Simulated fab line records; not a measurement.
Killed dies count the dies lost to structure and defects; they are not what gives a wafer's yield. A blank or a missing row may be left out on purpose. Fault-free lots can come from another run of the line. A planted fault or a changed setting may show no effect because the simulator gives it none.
Chamber matching / flow n5 finfet / 3 sister chambers for N5_BEOL_M0_SAQP_PECVD_03 on pecvd-04
The step deposits SiCN from 3MS/NH3, target thk 12 nm, time 21.1 s. 14 wafers are shown with their chamber, then 7 later ones without.

== WAFERS PAIRED WITH THEIR CHAMBERS ==
wafer=L075.2; chamber=2; showerhead plenum p Torr (Torr)=3.650; throttle valve pct (%)=8.6; showerhead vpp V (V)=886
wafer=L075.5; chamber=2; showerhead plenum p Torr (Torr)=3.654; throttle valve pct (%)=8.6; showerhead vpp V (V)=889
wafer=L075.6; chamber=1; showerhead plenum p Torr (Torr)=3.694; throttle valve pct (%)=8.6; showerhead vpp V (V)=883
wafer=L077.1; chamber=2; showerhead plenum p Torr (Torr)=3.648; throttle valve pct (%)=8.8; showerhead vpp V (V)=886
wafer=L077.4; chamber=2; showerhead plenum p Torr (Torr)=3.646; throttle valve pct (%)=8.6; showerhead vpp V (V)=887
wafer=L077.5; chamber=1; showerhead plenum p Torr (Torr)=3.703; throttle valve pct (%)=8.9; showerhead vpp V (V)=889
wafer=L078.1; chamber=1; showerhead plenum p Torr (Torr)=3.702; throttle valve pct (%)=8.9; showerhead vpp V (V)=893
wafer=L078.2; chamber=2; showerhead plenum p Torr (Torr)=3.646; throttle valve pct (%)=8.8; showerhead vpp V (V)=880
wafer=L078.3; chamber=0; showerhead plenum p Torr (Torr)=3.656; throttle valve pct (%)=9.9; showerhead vpp V (V)=874
wafer=L082.1; chamber=1; showerhead plenum p Torr (Torr)=3.687; throttle valve pct (%)=8.9; showerhead vpp V (V)=896
wafer=L082.4; chamber=1; showerhead plenum p Torr (Torr)=3.702; throttle valve pct (%)=8.8; showerhead vpp V (V)=897
wafer=L082.5; chamber=0; showerhead plenum p Torr (Torr)=3.653; throttle valve pct (%)=9.8; showerhead vpp V (V)=855
wafer=L084.1; chamber=2; showerhead plenum p Torr (Torr)=3.650; throttle valve pct (%)=8.6; showerhead vpp V (V)=890
wafer=L084.2; chamber=0; showerhead plenum p Torr (Torr)=3.657; throttle valve pct (%)=10.0; showerhead vpp V (V)=853

SIGNATURES, as means of the wafers listed above
reading=showerhead plenum p Torr; chamber 0=3.65533; chamber 1=3.69760; chamber 2=3.64900; scatter within a chamber=0.00475
reading=throttle valve pct; chamber 0=9.900; chamber 1=8.820; chamber 2=8.667; scatter within a chamber=0.113
reading=showerhead vpp V; chamber 0=860.67; chamber 1=891.60; chamber 2=886.33; scatter within a chamber=6.48
Rule: for each reading, subtract the chamber's mean from the wafer's reading, divide by that reading's scatter and square the result; add these up over the readings and take the root, which gives the wafer's distance from the chamber. If the next closest chamber is less than 2 further off than the closest, the wafer can't be placed; otherwise it belongs to the closest. How the scatter is found: for the shown wafers, subtract from each reading the mean of its chamber, square and add these, divide the total by (wafers less chambers), then take the root.

== WAFERS WHOSE CHAMBER IS MISSING ==
wafer=L084.5; showerhead plenum p Torr (Torr)=3.652; throttle valve pct (%)=8.8; showerhead vpp V (V)=891
wafer=L089.2; showerhead plenum p Torr (Torr)=3.655; throttle valve pct (%)=10.0; showerhead vpp V (V)=841
wafer=L089.4; showerhead plenum p Torr (Torr)=3.649; throttle valve pct (%)=10.2; showerhead vpp V (V)=856
wafer=L089.6; showerhead plenum p Torr (Torr)=3.677; throttle valve pct (%)=9.0; showerhead vpp V (V)=877
wafer=L093.2; showerhead plenum p Torr (Torr)=3.692; throttle valve pct (%)=8.8; showerhead vpp V (V)=886
wafer=L093.3; showerhead plenum p Torr (Torr)=3.648; throttle valve pct (%)=10.0; showerhead vpp V (V)=829
wafer=L093.5; showerhead plenum p Torr (Torr)=3.655; throttle valve pct (%)=10.1; showerhead vpp V (V)=843

== EACH ONE'S CHAMBER ==
wafer=L084.5; from the rows above=2; in truth=2
wafer=L089.2; from the rows above=0; in truth=0
wafer=L089.4; from the rows above=0; in truth=0
wafer=L089.6; from the rows above=can't be placed: 1 or 2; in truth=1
wafer=L093.2; from the rows above=1; in truth=1
wafer=L093.3; from the rows above=0; in truth=0
wafer=L093.5; from the rows above=0; in truth=0
6 of 7 placed correctly. Can't be placed from these rows: 1 (the true chamber is among the candidates in 1). Wrongly placed: 0.
